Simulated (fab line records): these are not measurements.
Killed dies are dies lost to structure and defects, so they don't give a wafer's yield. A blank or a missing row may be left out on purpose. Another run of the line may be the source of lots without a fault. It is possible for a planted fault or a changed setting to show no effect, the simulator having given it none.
Which tool did it? :: flow n5Finfet :: 9 lots with 25 wafers sampled at 5 steps, on a route of 1938 steps

WHAT EACH GAUGE READ, for each wafer
N5_BEOL_M4_RC_MEAS_101.
lot: L930
measured: day 9 13:01
on: prober-01
DIBL_N (mV/V): 33.9 35.4 35.7

lot: L931
measured: day 9 15:42
on: prober-02
DIBL_N (mV/V): 33.4 30.8 33.7

lot: L932
measured: day 9 10:32
on: prober-01
DIBL_N (mV/V): 38.5 39.2

lot: L935
measured: day 10 20:53
on: prober-02
DIBL_N (mV/V): 37.0 36.6 34.1

lot: L938
measured: day 11 00:42
on: prober-01
DIBL_N (mV/V): 38.1 38.7 37.8

lot: L943
measured: day 12 06:52
on: prober-01
DIBL_N (mV/V): 37.0 35.4 37.6

lot: L942
measured: day 12 07:36
on: prober-02
DIBL_N (mV/V): 37.4 40.8

lot: L941
measured: day 12 09:06
on: prober-02
DIBL_N (mV/V): 31.8 35.7 34.3

lot: L953
measured: day 15 05:06
on: prober-01
DIBL_N (mV/V): 36.0 37.5 36.2

EACH LOT AND THE TOOL THAT RAN IT (in order: tool; ch and the chambers of the sampled wafers; start)
lot: L930
N5_BEOL_M4_HM_OPEN_17: rieMetal-02 ch 0,1, day 8 07:46
N5_BEOL_M4_ETCH_77: rieDiel-04 ch 2,3, day 8 08:37
N5_BEOL_M4_ETCH_70: rieDiel-03 ch 0,2,3, day 9 06:16
N5_BEOL_M4_VIA_ETCH_34: rieDiel-03 ch 0,2,3, day 9 06:22

lot: L931
N5_BEOL_M4_HM_OPEN_17: rieMetal-01 ch 0,1, day 8 22:39
N5_BEOL_M4_ETCH_77: rieDiel-06 ch 0,1, day 8 23:19
N5_BEOL_M4_ETCH_70: rieDiel-03 ch 1,3, day 9 10:57
N5_BEOL_M4_VIA_ETCH_34: rieDiel-03 ch 1,3, day 9 11:03

lot: L932
N5_BEOL_M4_HM_OPEN_17: rieMetal-01 ch 0,1, day 9 02:15
N5_BEOL_M4_ETCH_77: rieDiel-04 ch 0,3, day 9 02:55
N5_BEOL_M4_ETCH_70: rieDiel-04 ch 0,2, day 9 05:59
N5_BEOL_M4_VIA_ETCH_34: rieDiel-04 ch 0,2, day 9 06:06

lot: L935
N5_BEOL_M4_HM_OPEN_17: rieMetal-01 ch 0,1, day 9 23:57
N5_BEOL_M4_ETCH_77: rieDiel-04 ch 0,1, day 10 00:37
N5_BEOL_M4_ETCH_70: rieDiel-04 ch 2,3, day 10 15:26
N5_BEOL_M4_VIA_ETCH_34: rieDiel-04 ch 2,3, day 10 15:32

lot: L938
N5_BEOL_M4_HM_OPEN_17: rieMetal-01 ch 0,1, day 10 12:41
N5_BEOL_M4_ETCH_77: rieDiel-03 ch 1,2,3, day 10 13:33
N5_BEOL_M4_ETCH_70: rieDiel-03 ch 2,3, day 10 19:02
N5_BEOL_M4_VIA_ETCH_34: rieDiel-03 ch 2,3, day 10 19:08

lot: L943
N5_BEOL_M4_HM_OPEN_17: rieMetal-03 ch 1, day 11 16:07
N5_BEOL_M4_ETCH_77: rieDiel-04 ch 0,2, day 11 17:54
N5_BEOL_M4_ETCH_70: rieDiel-03 ch 0,2,3, day 12 02:22
N5_BEOL_M4_VIA_ETCH_34: rieDiel-03 ch 0,2,3, day 12 02:29

lot: L942
N5_BEOL_M4_HM_OPEN_17: rieMetal-03 ch 0,1, day 11 17:36
N5_BEOL_M4_ETCH_77: rieDiel-03 ch 0, day 11 18:28
N5_BEOL_M4_ETCH_70: rieDiel-06 ch 0,1, day 12 02:41
N5_BEOL_M4_VIA_ETCH_34: rieDiel-06 ch 0,1, day 12 02:47

lot: L941
N5_BEOL_M4_HM_OPEN_17: rieMetal-01 ch 0,1, day 11 20:55
N5_BEOL_M4_ETCH_77: rieDiel-06 ch 0,3, day 11 21:42
N5_BEOL_M4_ETCH_70: rieDiel-03 ch 2,3, day 12 02:49
N5_BEOL_M4_VIA_ETCH_34: rieDiel-03 ch 2,3, day 12 02:55

lot: L953
N5_BEOL_M4_HM_OPEN_17: rieMetal-02 ch 0, day 14 00:49
N5_BEOL_M4_ETCH_77: rieDiel-04 ch 0,1,2, day 14 01:46
N5_BEOL_M4_ETCH_70: rieDiel-03 ch 0,2,3, day 15 00:29
N5_BEOL_M4_VIA_ETCH_34: rieDiel-03 ch 0,2,3, day 15 00:35
- N5_BEOL_M4_HM_OPEN_17: chemistry Cl2/BCl3, target TiN, target depth 20 nm, overetch 6 nm.
- N5_BEOL_M4_ETCH_77: etches underlayer in N2/H2, target depth 6.5 nm, time 5.2 s.
- N5_BEOL_M4_ETCH_70: etches SOC in N2/H2, target depth 80 nm, overetch 24 nm, time 130 s.
- N5_BEOL_M4_VIA_ETCH_34: etches the open film in C4F6/O2, target depth 69.4 nm, time 65.9 s.

THE ANSWER, worked out from the rows above alone
Rule: the lots themselves supply what counts as usual. Put in order of their means at a reading, lots are off if they are a third of the lots or fewer, leave a main group of 4 or more, and stand apart from it by a gap of 3 or more times the standard deviation of the main group's means; of several such gaps the widest counts. A main group whose means are all the same, to the digits that the tables above print for the reading, isn't used. A lot without any number at a reading at which 4 lots or more have one is off too. All remaining lots with rows at the step are treated as sound.
None of the lots is off at any reading shown; this tells nothing.

WHAT THE SIMULATOR PUT IN
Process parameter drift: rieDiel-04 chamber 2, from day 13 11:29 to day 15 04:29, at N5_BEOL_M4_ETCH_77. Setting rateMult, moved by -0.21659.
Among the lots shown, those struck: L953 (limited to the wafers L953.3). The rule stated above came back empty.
